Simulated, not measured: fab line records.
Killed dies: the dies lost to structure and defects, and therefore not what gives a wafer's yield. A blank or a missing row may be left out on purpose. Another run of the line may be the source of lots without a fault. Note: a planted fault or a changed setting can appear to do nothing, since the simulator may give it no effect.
fab line records + flow n5_finfet
record:
- lots: 10
- wafers: 30
- last_day: 18
route steps=1938 shown START@1 WELL_APT@32 BEOL_M4@1111 PASSIVATION@1936
lots with no fault: from the same line, run without faults
start_h: hours from the record's first day to the start of the lot's first wafer shown + wait_h: hours from the lot's prior step to this one + " same as the row above + L1.1+2: a single row standing in for several wafers + - either no value or no given start + * or withheld: withheld + < > ~ a bound
route shown NAME@n: NAME is a module with steps in the file, n the number in the route of the first one + usual: mean/standard deviation of fault-free wafers + same: alike in all rows + chamber/n: place in a boat + sites: the reading at each site + _std_site: how widely they spread, as a standard deviation + _edge_site: the outer-site mean with the inner-site mean subtracted + radius_mm: for every site, how far away it sits from the centre of the wafer + mask NAME#n: copy n + behind: tool/chamber where the wafer was last shaped + hold: why the lot was held/for how many hours/how that ended + device: transistor that didn't switch, given as n, p or np + end of line: at the end of the route, the tests of the same wafers + for a step that has no rows: nothing shown but its recipe + killed: dies lost to structure and defects at the first sort, not the wafer's yield + map: per-die view of a wafer (x killed, . not killed, _ where there is no die)
set.NAME: the setting that was run; set.NAME@STEP: the one run at that earlier step + model.NAME: the simulator's own value behind a step, which no gauge read
steps of the route over a sample of lots; a table a step, a row a wafer
services: from which hour (start_h, from the record's first day; less than 0 if before it) a tool's chamber was out of use, for how many hours, and why
== steps ==
step: N5_START_INSPECT_01
recipe:
- inspect_instrument: unpatterned_scan
- mode: incoming
usual:
- raw_defect_count: 5.8/2.4
| lot.wafer | tool              | chamber | start_h | wait_h | raw_defect_count |
|-----------|-------------------|---------|---------|--------|------------------|
| L686.1    | defect_inspect-01 | -       | 12.03   | -      | 8                |
| L686.3    | "                 | -       | "       | "      | 5                |
| L686.6    | "                 | -       | "       | "      | 4                |
| L687.1    | defect_inspect-02 | -       | 18.03   | -      | 6                |
| L687.4    | "                 | -       | "       | "      | 10               |
| L687.5    | "                 | -       | "       | "      | 4                |
| L691.1    | defect_inspect-02 | -       | 42.03   | -      | 8                |
| L691.3    | "                 | -       | "       | "      | 5                |
| L691.5    | "                 | -       | "       | "      | 7                |
| L693.1    | defect_inspect-01 | -       | 54.03   | -      | 3                |
| L693.3    | "                 | -       | "       | "      | 5                |
| L693.6    | "                 | -       | "       | "      | 6                |
| L696.1    | defect_inspect-02 | -       | 72.03   | -      | 10               |
| L696.2    | "                 | -       | "       | "      | 8                |
| L696.5    | "                 | -       | "       | "      | 6                |
| L700.1    | defect_inspect-02 | -       | 96.03   | -      | 7                |
| L700.5    | "                 | -       | "       | "      | 5                |
| L700.6    | "                 | -       | "       | "      | 8                |
| L706.1    | defect_inspect-01 | -       | 132.03  | -      | 10               |
| L706.3    | "                 | -       | "       | "      | 3                |
| L706.6    | "                 | -       | "       | "      | 4                |
| L707.2    | defect_inspect-01 | -       | 138.03  | -      | 10               |
| L707.4    | "                 | -       | "       | "      | 1                |
| L707.5    | "                 | -       | "       | "      | 4                |
| L708.1    | defect_inspect-01 | -       | 144.03  | -      | 5                |
| L708.4    | "                 | -       | "       | "      | 1                |
| L708.5    | "                 | -       | "       | "      | 4                |
| L709.1    | defect_inspect-02 | -       | 150.03  | -      | 10               |
| L709.4    | "                 | -       | "       | "      | 6                |
| L709.6    | "                 | -       | "       | "      | 5                |
step: N5_WELL_APT_IMPLANT_14
recipe:
- species: P
- energy_kev: 160
- dose_cm2: 1.5e+13
- tilt_deg: 0
- rotation_deg: 0
usual:
- dose_ions_cm2: 1.4995e+13/1.7e+10
- faraday_current_uA: 190/4.1
- tilt_deg: -0.004/0.019
| lot.wafer | tool         | chamber | start_h | wait_h | dose_ions_cm2 | faraday_current_uA | tilt_deg |
|-----------|--------------|---------|---------|--------|---------------|--------------------|----------|
| L686.1    | implanter-02 | 0       | 14.10   | 0.1    | 1.5002e+13    | 192                | -0.031   |
| L686.3    | "            | 0       | "       | "      | 1.5002e+13    | 192                | 0.045    |
| L686.6    | "            | 0       | "       | "      | 1.4991e+13    | 190                | -0.022   |
| L687.1    | implanter-02 | 0       | 20.11   | 0.1    | 1.5016e+13    | 193                | 0.019    |
| L687.4    | "            | 0       | "       | "      | 1.4985e+13    | 188                | 0.019    |
| L687.5    | "            | 0       | "       | "      | 1.5006e+13    | 190                | 0.024    |
| L691.1    | implanter-01 | 0       | 44.49   | 0.1    | 1.5026e+13    | 188                | -0.010   |
| L691.3    | "            | 0       | "       | "      | 1.4974e+13    | 195                | -0.027   |
| L691.5    | "            | 0       | "       | "      | 1.4975e+13    | 189                | -0.024   |
| L693.1    | implanter-01 | 0       | 55.98   | 0.1    | 1.4986e+13    | 197                | -0.013   |
| L693.3    | "            | 0       | "       | "      | 1.4989e+13    | 198                | 0.022    |
| L693.6    | "            | 0       | "       | "      | 1.499e+13     | 187                | 0.010    |
| L696.1    | implanter-02 | 0       | 73.88   | 0.1    | 2.2613e+13    | 289                | -0.027   |
| L696.2    | "            | 0       | "       | "      | 2.2604e+13    | 286                | 0.042    |
| L696.5    | "            | 0       | "       | "      | 2.262e+13     | 284                | 0.013    |
| L700.1    | implanter-02 | 0       | 98.19   | 0.1    | 2.2633e+13    | 297                | -0.020   |
| L700.5    | "            | 0       | "       | "      | 2.2615e+13    | 279                | -0.023   |
| L700.6    | "            | 0       | "       | "      | 2.261e+13     | 280                | -0.020   |
| L706.1    | implanter-01 | 0       | 134.33  | 0.1    | 1.4973e+13    | 191                | 0.009    |
| L706.3    | "            | 0       | "       | "      | 1.5005e+13    | 186                | -0.001   |
| L706.6    | "            | 0       | "       | "      | 1.4981e+13    | 198                | 0.008    |
| L707.2    | implanter-01 | 0       | 139.78  | 0.1    | 1.5004e+13    | 188                | 0.019    |
| L707.4    | "            | 0       | "       | "      | 1.4974e+13    | 176                | -0.017   |
| L707.5    | "            | 0       | "       | "      | 1.4987e+13    | 185                | 0.022    |
| L708.1    | implanter-01 | 0       | 146.08  | 0.1    | 1.4974e+13    | 189                | 0.004    |
| L708.4    | "            | 0       | "       | "      | 1.4997e+13    | 194                | -0.022   |
| L708.5    | "            | 0       | "       | "      | 1.497e+13     | 193                | -0.024   |
| L709.1    | implanter-02 | 0       | 151.74  | 0.1    | 1.4981e+13    | 187                | -0.007   |
| L709.4    | "            | 0       | "       | "      | 1.4981e+13    | 180                | 0.006    |
| L709.6    | "            | 0       | "       | "      | 1.4993e+13    | 189                | 0.027    |
step: N5_WELL_APT_INSPECT_27
recipe:
- mode: adi
- inspect_instrument: macro
usual:
- raw_defect_count: 2.0/1.3
| lot.wafer | tool              | chamber | start_h | wait_h | raw_defect_count |
|-----------|-------------------|---------|---------|--------|------------------|
| L686.1    | defect_inspect-02 | -       | 15.21   | 0.0    | 1                |
| L686.3    | "                 | -       | "       | "      | 4                |
| L686.6    | "                 | -       | "       | "      | 4                |
| L687.1    | defect_inspect-01 | -       | 21.22   | 0.0    | 1                |
| L687.4    | "                 | -       | "       | "      | 1                |
| L687.5    | "                 | -       | "       | "      | 1                |
| L691.1    | defect_inspect-01 | -       | 45.47   | 0.0    | 4                |
| L691.3    | "                 | -       | "       | "      | 1                |
| L691.5    | "                 | -       | "       | "      | 1                |
| L693.1    | defect_inspect-02 | -       | 56.97   | 0.0    | 3                |
| L693.3    | "                 | -       | "       | "      | 3                |
| L693.6    | "                 | -       | "       | "      | 0                |
| L696.1    | defect_inspect-02 | -       | 75.02   | 0.0    | 3                |
| L696.2    | "                 | -       | "       | "      | 2                |
| L696.5    | "                 | -       | "       | "      | 2                |
| L700.1    | defect_inspect-01 | -       | 99.30   | 0.0    | 1                |
| L700.5    | "                 | -       | "       | "      | 1                |
| L700.6    | "                 | -       | "       | "      | 0                |
| L706.1    | defect_inspect-01 | -       | 135.33  | 0.0    | 4                |
| L706.3    | "                 | -       | "       | "      | 3                |
| L706.6    | "                 | -       | "       | "      | 1                |
| L707.2    | defect_inspect-02 | -       | 140.87  | 0.0    | 1                |
| L707.4    | "                 | -       | "       | "      | 0                |
| L707.5    | "                 | -       | "       | "      | 0                |
| L708.1    | defect_inspect-02 | -       | 147.08  | 0.0    | 1                |
| L708.4    | "                 | -       | "       | "      | 3                |
| L708.5    | "                 | -       | "       | "      | 0                |
| L709.1    | defect_inspect-01 | -       | 152.85  | 0.0    | 0                |
| L709.4    | "                 | -       | "       | "      | 0                |
| L709.6    | "                 | -       | "       | "      | 4                |
step: N5_WELL_APT_INSPECT_38
recipe:
- inspect_instrument: darkfield
- mode: post_epi
usual:
- raw_defect_count: 13/4.9
| lot.wafer | tool              | chamber | start_h | wait_h | raw_defect_count |
|-----------|-------------------|---------|---------|--------|------------------|
| L686.1    | defect_inspect-01 | -       | 16.88   | 0.5    | 24               |
| L686.3    | "                 | -       | "       | "      | 19               |
| L686.6    | "                 | -       | "       | "      | 18               |
| L687.1    | defect_inspect-01 | -       | 23.99   | 1.2    | 18               |
| L687.4    | "                 | -       | "       | "      | 7                |
| L687.5    | "                 | -       | "       | "      | 24               |
| L691.1    | defect_inspect-02 | -       | 47.36   | 0.7    | 8                |
| L691.3    | "                 | -       | "       | "      | 14               |
| L691.5    | "                 | -       | "       | "      | 23               |
| L693.1    | defect_inspect-02 | -       | 59.28   | 0.7    | 10               |
| L693.3    | "                 | -       | "       | "      | 12               |
| L693.6    | "                 | -       | "       | "      | 6                |
| L696.1    | defect_inspect-01 | -       | 76.98   | 0.7    | 12               |
| L696.2    | "                 | -       | "       | "      | 24               |
| L696.5    | "                 | -       | "       | "      | 15               |
| L700.1    | defect_inspect-01 | -       | 101.17  | 0.7    | 16               |
| L700.5    | "                 | -       | "       | "      | 17               |
| L700.6    | "                 | -       | "       | "      | 16               |
| L706.1    | defect_inspect-01 | -       | 137.47  | 0.9    | 9                |
| L706.3    | "                 | -       | "       | "      | 12               |
| L706.6    | "                 | -       | "       | "      | 33               |
| L707.2    | defect_inspect-02 | -       | 142.73  | 0.4    | 11               |
| L707.4    | "                 | -       | "       | "      | 13               |
| L707.5    | "                 | -       | "       | "      | 16               |
| L708.1    | defect_inspect-02 | -       | 148.88  | 0.5    | 11               |
| L708.4    | "                 | -       | "       | "      | 16               |
| L708.5    | "                 | -       | "       | "      | 6                |
| L709.1    | defect_inspect-01 | -       | 154.53  | 0.5    | 22               |
| L709.4    | "                 | -       | "       | "      | 8                |
| L709.6    | "                 | -       | "       | "      | 4                |
step: N5_BEOL_M4_RC_MEAS_101
usual:
- DIBL_N: 35.9/1.4
- DIBL_P: 35.9/1.7
- IOFF_N: 0.160/0.026
- IOFF_P: 0.21/0.036
- ION_N: 672/11
- ION_P: 461/8.1
- RS_NWELL: 1036/6.3
- SS_N: 71.4/0.54
- SS_P: 73.2/0.67
- VT_N: 249.3/2.7
- VT_P: -250/3.9
| lot.wafer | tool      | chamber | start_h | wait_h | DIBL_N[mV/V] | DIBL_P[mV/V] | IOFF_N[nA/um] | IOFF_P[nA/um] | ION_N[uA/um] | ION_P[uA/um] | RS_NWELL[ohm/sq] | SS_N[mV/dec] | SS_P[mV/dec] | VT_N[mV] | VT_P[mV] |
|-----------|-----------|---------|---------|--------|--------------|--------------|---------------|---------------|--------------|--------------|------------------|--------------|--------------|----------|----------|
| L686.1    | prober-01 | 0       | 161.63  | 0.0    | 35.5         | 35.6         | 0.172         | 0.26          | 685          | 473          | 1027             | 71.3         | 73.5         | 250.0    | -243     |
| L686.3    | "         | 0       | "       | "      | 34.1         | 33.7         | 0.148         | 0.23          | 678          | 478          | 1033             | 71.3         | 73.0         | 248.9    | -246     |
| L686.6    | "         | 0       | "       | "      | 34.8         | 34.4         | 0.159         | 0.24          | 681          | 474          | 1027             | 71.0         | 72.9         | 248.9    | -244     |
| L687.1    | prober-01 | 0       | 172.90  | 0.0    | 34.3         | 33.6         | 0.129         | 0.19          | 660          | 462          | 1037             | 71.6         | 72.8         | 250.5    | -248     |
| L687.4    | "         | 0       | "       | "      | 38.8         | 39.7         | 0.233         | 0.29          | 687          | 468          | 1032             | 72.8         | 74.8         | 243.2    | -244     |
| L687.5    | "         | 0       | "       | "      | 36.5         | 35.2         | 0.155         | 0.22          | 672          | 457          | 1041             | 72.1         | 73.3         | 251.0    | -247     |
| L691.1    | prober-01 | 0       | 206.52  | 0.0    | 37.4         | 35.6         | 0.178         | 0.20          | 674          | 456          | 1032             | 71.8         | 73.3         | 247.8    | -255     |
| L691.3    | "         | 0       | "       | "      | 37.1         | 36.0         | 0.178         | 0.21          | 686          | 458          | 1048             | 71.6         | 73.6         | 249.2    | -253     |
| L691.5    | "         | 0       | "       | "      | 35.0         | 33.4         | 0.136         | 0.16          | 664          | 448          | 1036             | 71.7         | 72.4         | 253.0    | -255     |
| L693.1    | prober-01 | 0       | 208.68  | 0.0    | 36.4         | 34.8         | 0.153         | 0.20          | 671          | 464          | 1041             | 71.4         | 73.4         | 250.6    | -250     |
| L693.3    | "         | 0       | "       | "      | 36.4         | 35.9         | 0.160         | 0.23          | 677          | 474          | 1037             | 71.3         | 73.2         | 248.7    | -247     |
| L693.6    | "         | 0       | "       | "      | 35.4         | 34.2         | 0.147         | 0.20          | 670          | 465          | 1031             | 70.6         | 72.6         | 249.6    | -246     |
| L696.1    | prober-02 | 0       | 230.17  | 0.0    | 35.7         | 35.9         | 0.157         | 0.21          | 667          | 456          | 826              | 71.3         | 73.0         | 250.1    | -247     |
| L696.2    | "         | 0       | "       | "      | 34.4         | 34.8         | 0.137         | 0.20          | 666          | 463          | 823              | 70.3         | 73.0         | 248.8    | -248     |
| L696.5    | "         | 0       | "       | "      | 33.6         | 33.0         | 0.122         | 0.17          | 648          | 452          | 820              | 71.2         | 71.8         | 253.3    | -251     |
| L700.1    | prober-01 | 0       | 254.42  | 0.0    | 35.7         | 36.0         | 0.171         | 0.24          | 692          | 476          | 823              | 71.6         | 72.6         | 245.1    | -247     |
| L700.5    | "         | 0       | "       | "      | 35.4         | 35.7         | 0.163         | 0.23          | 673          | 466          | 824              | 71.1         | 72.9         | 247.9    | -244     |
| L700.6    | "         | 0       | "       | "      | 36.0         | 36.0         | 0.169         | 0.24          | 684          | 470          | 820              | 72.0         | 72.7         | 247.9    | -246     |
| L707.2    | prober-02 | 0       | 291.75  | 0.2    | 40.2         | 39.1         | 0.228         | 0.27          | 677          | 468          | 1029             | 72.5         | 74.4         | 246.0    | -248     |
| L707.4    | "         | 0       | "       | "      | 35.4         | 34.9         | 0.132         | 0.19          | 672          | 462          | 1032             | 70.7         | 72.5         | 252.0    | -254     |
| L707.5    | "         | 0       | "       | "      | 37.4         | 37.0         | 0.165         | 0.22          | 682          | 465          | 1038             | 71.2         | 73.3         | 247.7    | -249     |
| L706.1    | prober-02 | 0       | 309.35  | 0.0    | 36.1         | 34.4         | 0.142         | 0.15          | 664          | 450          | 1033             | 70.9         | 72.8         | 249.5    | -258     |
| L706.3    | "         | 0       | "       | "      | 37.1         | 36.0         | 0.142         | 0.17          | 643          | 441          | 1035             | 71.9         | 73.1         | 253.3    | -254     |
| L706.6    | "         | 0       | "       | "      | 37.0         | 36.6         | 0.158         | 0.18          | 674          | 450          | 1044             | 71.8         | 73.2         | 248.2    | -255     |
| L708.1    | prober-01 | 0       | 309.69  | 0.0    | 36.2         | 37.0         | 0.186         | 0.23          | 670          | 458          | 1032             | 72.1         | 73.9         | 245.1    | -248     |
| L708.4    | "         | 0       | "       | "      | 35.4         | 37.1         | 0.171         | 0.22          | 690          | 465          | 1031             | 71.6         | 74.4         | 248.0    | -250     |
| L708.5    | "         | 0       | "       | "      | 34.2         | 34.5         | 0.136         | 0.18          | 660          | 451          | 1030             | 71.1         | 72.8         | 251.7    | -253     |
| L709.1    | prober-02 | 0       | 316.26  | 0.0    | 36.1         | 36.2         | 0.149         | 0.18          | 665          | 456          | 1042             | 71.0         | 72.9         | 252.6    | -253     |
| L709.4    | "         | 0       | "       | "      | 35.0         | 35.4         | 0.136         | 0.17          | 678          | 459          | 1047             | 70.9         | 73.7         | 253.1    | -255     |
| L709.6    | "         | 0       | "       | "      | 38.2         | 39.4         | 0.190         | 0.24          | 675          | 462          | 1037             | 71.5         | 74.2         | 249.5    | -248     |
step: N5_PASSIVATION_PROBE_49
usual:
- defect_limited_yield: 90.9/1.5
- killed_at_M0_to_M3: 35/10
- killed_at_M4_up: 14/5.2
- killed_at_contacts: 13/7.3
- killed_at_front_end: 42/12
- killed_at_other: 3.4/2.5
- killed_dies: 108/18
- killed_open: 70/13
- killed_short: 35/8
- sort_bin_4_leakage: 0.00/0.007
- sort_bin_5_function: 5.4/1
- sort_bin_6_memory: 3.4/0.71
- sort_bin_8_speed: 0.00/0.0099
- sort_n_pass: 1072/18
- sort_yield_pct: 90.9/1.5
same:
- gross_dies: 1180
- killed_at_back_side: 0
| lot.wafer | tool      | chamber | start_h | wait_h | defect_limited_yield[%] | killed_at_M0_to_M3 | killed_at_M4_up | killed_at_contacts | killed_at_front_end | killed_at_other | killed_dies | killed_open | killed_short | sort_bin_4_leakage[%] | sort_bin_5_function[%] | sort_bin_6_memory[%] | sort_bin_8_speed[%] | sort_n_pass | sort_yield_pct[%] |
|-----------|-----------|---------|---------|--------|-------------------------|--------------------|-----------------|--------------------|---------------------|-----------------|-------------|-------------|--------------|-----------------------|------------------------|----------------------|---------------------|-------------|-------------------|
| L686.1    | prober-02 | -       | 273.68  | 0.0    | 93.1                    | 25                 | 12              | 11                 | 28                  | 6               | 82          | 49          | 32           | 0                     | 3.3                    | 3.3                  | 0                   | 1098        | 93.1              |
| L686.3    | prober-02 | -       | 273.78  | 0.1    | 92.8                    | 18                 | 16              | 14                 | 33                  | 4               | 85          | 57          | 26           | 0                     | 4.9                    | 1.9                  | 0                   | 1095        | 92.8              |
| L686.6    | prober-02 | -       | 273.93  | 0.3    | 91.5                    | 19                 | 23              | 10                 | 42                  | 6               | 100         | 70          | 24           | 0                     | 4.9                    | 3.2                  | 0                   | 1080        | 91.5              |
| L696.1    | prober-01 | -       | 338.34  | 0.0    | 89.5                    | 47                 | 23              | 16                 | 32                  | 6               | 124         | 88          | 36           | 0                     | 6.4                    | 3.7                  | 0                   | 1056        | 89.5              |
| L696.2    | prober-01 | -       | 338.39  | 0.1    | 90.8                    | 44                 | 13              | 11                 | 39                  | 2               | 109         | 69          | 39           | 0                     | 5.5                    | 3.5                  | 0                   | 1071        | 90.8              |
| L696.5    | prober-01 | -       | 338.54  | 0.2    | 88.1                    | 39                 | 25              | 18                 | 58                  | 0               | 140         | 101         | 38           | 0                     | 7.2                    | 4.5                  | 0                   | 1040        | 88.1              |
| L700.1    | prober-02 | -       | 372.56  | 0.0    | 89.8                    | 41                 | 9               | 22                 | 47                  | 1               | 120         | 75          | 42           | 0                     | 5.5                    | 4.2                  | 0                   | 1060        | 89.8              |
| L707.2    | prober-01 | -       | 404.13  | 0.1    | 92.3                    | 22                 | 9               | 13                 | 45                  | 2               | 91          | 64          | 26           | 0                     | 4.1                    | 3.3                  | 0                   | 1089        | 92.3              |
| L707.4    | prober-01 | -       | 404.23  | 0.2    | 93.9                    | 18                 | 14              | 18                 | 21                  | 1               | 72          | 47          | 23           | 0                     | 3.5                    | 2.5                  | 0                   | 1108        | 93.9              |
| L707.5    | prober-01 | -       | 404.28  | 0.2    | 90.5                    | 24                 | 13              | 26                 | 48                  | 1               | 112         | 70          | 39           | 0                     | 5.2                    | 4.0                  | 0                   | 1068        | 90.5              |
| L708.1    | prober-01 | -       | 417.87  | 0.0    | 91.9                    | 27                 | 10              | 7                  | 49                  | 2               | 95          | 57          | 36           | 0                     | 4.7                    | 3.0                  | 0                   | 1085        | 91.9              |
| L708.4    | prober-01 | -       | 418.02  | 0.2    | 92.3                    | 33                 | 11              | 6                  | 29                  | 12              | 91          | 51          | 39           | 0                     | 4.6                    | 2.8                  | 0                   | 1089        | 92.3              |
| L708.5    | prober-01 | -       | 418.07  | 0.2    | 89.7                    | 35                 | 11              | 22                 | 47                  | 6               | 121         | 85          | 36           | 0                     | 6.2                    | 3.6                  | 0                   | 1059        | 89.7              |
| L706.1    | prober-01 | -       | 425.81  | 0.0    | 88.6                    | 41                 | 23              | 13                 | 55                  | 2               | 134         | 85          | 45           | 0                     | 5.6                    | 5.1                  | 0                   | 1046        | 88.6              |
| L706.3    | prober-01 | -       | 425.91  | 0.1    | 88.1                    | 55                 | 18              | 9                  | 57                  | 1               | 140         | 103         | 34           | 0                     | 7.6                    | 3.9                  | 0                   | 1040        | 88.1              |
| L706.6    | prober-01 | -       | 426.06  | 0.3    | 87.5                    | 38                 | 18              | 12                 | 78                  | 1               | 147         | 90          | 55           | 0                     | 7.5                    | 4.7                  | 0                   | 1033        | 87.5              |
killed by level:class
L686.1 MOL_CONTACT_COAG:geometric_particle:open=7 BEOL_M3:geometric_particle:open=7 FIN_SAQP:geometric_particle:short=6 BEOL_M0_SAQP:geometric_particle:short=6 BEOL_M1:geometric_particle:open=5 STI_FIN_REVEAL:geometric_particle:open=4 ILD0:geometric_particle:open=4 MOL_CONTACT_COAG:geometric_particle:short=4
L686.3 MOL_CONTACT_COAG:geometric_particle:open=14 BEOL_M4:geometric_particle:open=13 GATE_CUT:geometric_particle:short=7 FIN_SAQP:geometric_particle:open=6 FIN_SAQP:geometric_particle:short=5 BEOL_M0_SAQP:geometric_particle:open=4 BEOL_M0_SAQP:geometric_particle:short=4 ILD0:geometric_particle:short=3
L686.6 FIN_SAQP:geometric_particle:open=17 BEOL_M4:geometric_particle:open=17 MOL_CONTACT_COAG:geometric_particle:open=6 BEOL_M0_SAQP:geometric_particle:open=5 FIN_SAQP:geometric_particle:short=4 BEOL_M3:geometric_particle:open=4 STARTING-WAFER:geometric_particle:open=4 BEOL_M0:geometric_particle:open=3
L696.1 FIN_SAQP:geometric_particle:open=13 MOL_CONTACT_COAG:geometric_particle:open=13 BEOL_M2:geometric_particle:short=9 BEOL_M5:geometric_particle:open=8 BEOL_M0_SAQP:geometric_particle:open=8 BEOL_M2:geometric_particle:open=8 BEOL_M1:geometric_particle:open=7 BEOL_M0_SAQP:geometric_particle:short=7
L696.2 FIN_SAQP:geometric_particle:open=12 MOL_CONTACT_COAG:geometric_particle:open=9 BEOL_M3:geometric_particle:open=8 FIN_SAQP:geometric_particle:short=6 BEOL_M0_SAQP:geometric_particle:open=6 BEOL_M0_SAQP:geometric_particle:short=6 BEOL_M3:geometric_particle:short=6 BEOL_M4:geometric_particle:open=6
L696.5 FIN_SAQP:geometric_particle:open=23 FIN_SAQP:geometric_particle:short=15 BEOL_M4:geometric_particle:open=14 MOL_CONTACT_COAG:geometric_particle:open=14 BEOL_M2:geometric_particle:open=9 BEOL_M3:geometric_particle:open=9 BEOL_M0_SAQP:geometric_particle:short=8 STI_FIN_REVEAL:geometric_particle:open=7
L700.1 MOL_CONTACT_COAG:geometric_particle:open=16 BEOL_M0_SAQP:geometric_particle:short=12 FIN_SAQP:geometric_particle:open=9 STI_FIN_REVEAL:geometric_particle:open=9 BEOL_M0_SAQP:geometric_particle:open=8 FIN_SAQP:geometric_particle:short=6 DUMMY_GATE:geometric_particle:open=6 GATE_CUT:geometric_particle:short=5
L707.2 MOL_CONTACT_COAG:geometric_particle:open=11 FIN_SAQP:geometric_particle:open=8 GATE_CUT:geometric_particle:short=7 STI_FIN_REVEAL:geometric_particle:open=6 BEOL_M0_SAQP:geometric_particle:open=6 BEOL_M3:geometric_particle:open=6 ILD0:geometric_particle:open=5 GATE_CUT:geometric_particle:open=5
L707.4 MOL_CONTACT_COAG:geometric_particle:open=12 MOL_CONTACT_COAG:geometric_particle:short=6 STI_FIN_REVEAL:geometric_particle:open=5 BEOL_M2:geometric_particle:open=4 BEOL_M4:geometric_particle:open=4 FIN_SAQP:geometric_particle:short=3 BEOL_M8:geometric_particle:open=3 BEOL_M1:geometric_particle:open=3
L707.5 MOL_CONTACT_COAG:geometric_particle:open=17 STI_FIN_REVEAL:geometric_particle:open=14 MOL_CONTACT_COAG:geometric_particle:short=9 BEOL_M3:geometric_particle:open=9 FIN_SAQP:geometric_particle:short=6 BEOL_M2:geometric_particle:open=6 FIN_SAQP:geometric_particle:open=5 DUMMY_GATE:geometric_particle:short=5
L708.1 FIN_SAQP:geometric_particle:open=17 FIN_SAQP:geometric_particle:short=13 BEOL_M0_SAQP:geometric_particle:short=6 MOL_CONTACT_COAG:geometric_particle:open=6 BEOL_M2:geometric_particle:open=5 BEOL_M4:geometric_particle:open=5 GATE_CUT:geometric_particle:short=4 BEOL_M0_SAQP:geometric_particle:open=4
L708.4 FIN_SAQP:geometric_particle:short=10 BEOL_M2:geometric_particle:open=7 BEOL_M0:geometric_particle:open=6 FIN_SAQP:geometric_particle:open=5 MOL_CONTACT_COAG:geometric_particle:open=5 BEOL_M0_SAQP:geometric_particle:short=5 BEOL_M0_SAQP:geometric_particle:open=4 BEOL_M4:geometric_particle:open=4
L708.5 FIN_SAQP:geometric_particle:open=17 MOL_CONTACT_COAG:geometric_particle:open=15 FIN_SAQP:geometric_particle:short=13 STI_FIN_REVEAL:geometric_particle:open=9 BEOL_M2:geometric_particle:open=9 BEOL_M0_SAQP:geometric_particle:open=8 MOL_CONTACT_COAG:geometric_particle:short=7 BEOL_M4:geometric_particle:open=7
L706.1 FIN_SAQP:geometric_particle:short=11 FIN_SAQP:geometric_particle:open=11 MOL_CONTACT_COAG:geometric_particle:open=11 STI_FIN_REVEAL:geometric_particle:open=10 BEOL_M4:geometric_particle:open=10 GATE_CUT:geometric_particle:short=8 BEOL_M2:geometric_particle:open=7 BEOL_M0_SAQP:geometric_particle:open=6
L706.3 BEOL_M2:geometric_particle:open=20 STI_FIN_REVEAL:geometric_particle:open=18 FIN_SAQP:geometric_particle:open=10 BEOL_M4:geometric_particle:open=10 BEOL_M0:geometric_particle:open=7 MOL_CONTACT_COAG:geometric_particle:open=7 BEOL_M3:geometric_particle:open=6 GATE_CUT:geometric_particle:short=6
L706.6 STI_FIN_REVEAL:geometric_particle:open=20 FIN_SAQP:geometric_particle:open=14 GATE_CUT:geometric_particle:short=14 BEOL_M2:geometric_particle:open=9 BEOL_M4:geometric_particle:open=9 FIN_SAQP:geometric_particle:short=8 MOL_CONTACT_COAG:geometric_particle:open=8 BEOL_M0_SAQP:geometric_particle:short=7
== services ==
| tool         | chamber | start_h | hours | kind   |
|--------------|---------|---------|-------|--------|
| implanter-02 | -       | -6.91   | 5.8   | repair |
| implanter-01 | -       | 18.66   | 1.4   | repair |
| implanter-01 | -       | 23.77   | 1.9   | repair |
| implanter-01 | -       | 73.51   | 2.2   | repair |
| implanter-01 | -       | 120.64  | 1.9   | repair |
== key ==
first_sign:
- step: N5_WELL_APT_IMPLANT_14
- reading: dose_ions_cm2
- direction: up
- sigmas: 99+
- usual: 1.4995e+13
- struck: 2.2616e+13
effect:
- step: N5_WELL_APT_IMPLANT_14
- reading: faraday_current_uA
- direction: up
- sigmas: 23
- usual: 190
- struck: 286
effect:
- step: N5_BEOL_M4_RC_MEAS_101
- reading: RS_NWELL
- direction: down
- sigmas: 34
- usual: 1036
- struck: 823
met_at N5_WELL_APT_IMPLANT_14
struck_lots L696,L700
not_acting_at N5_START_INSPECT_01,N5_WELL_APT_INSPECT_27,N5_WELL_APT_INSPECT_38
onset_between 20.11 73.88
fault:
- kind: process_parameter_drift
- tool: implanter-02
- chamber: -
- onset_h: 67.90
- steps: N5_WELL_APT_IMPLANT_14
- channel: dose_cm2
- offset: 7.6279e+12
- shape: step
- end_h: 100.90
- acts_in: these_recipes_only
- stated: 1.5e+13
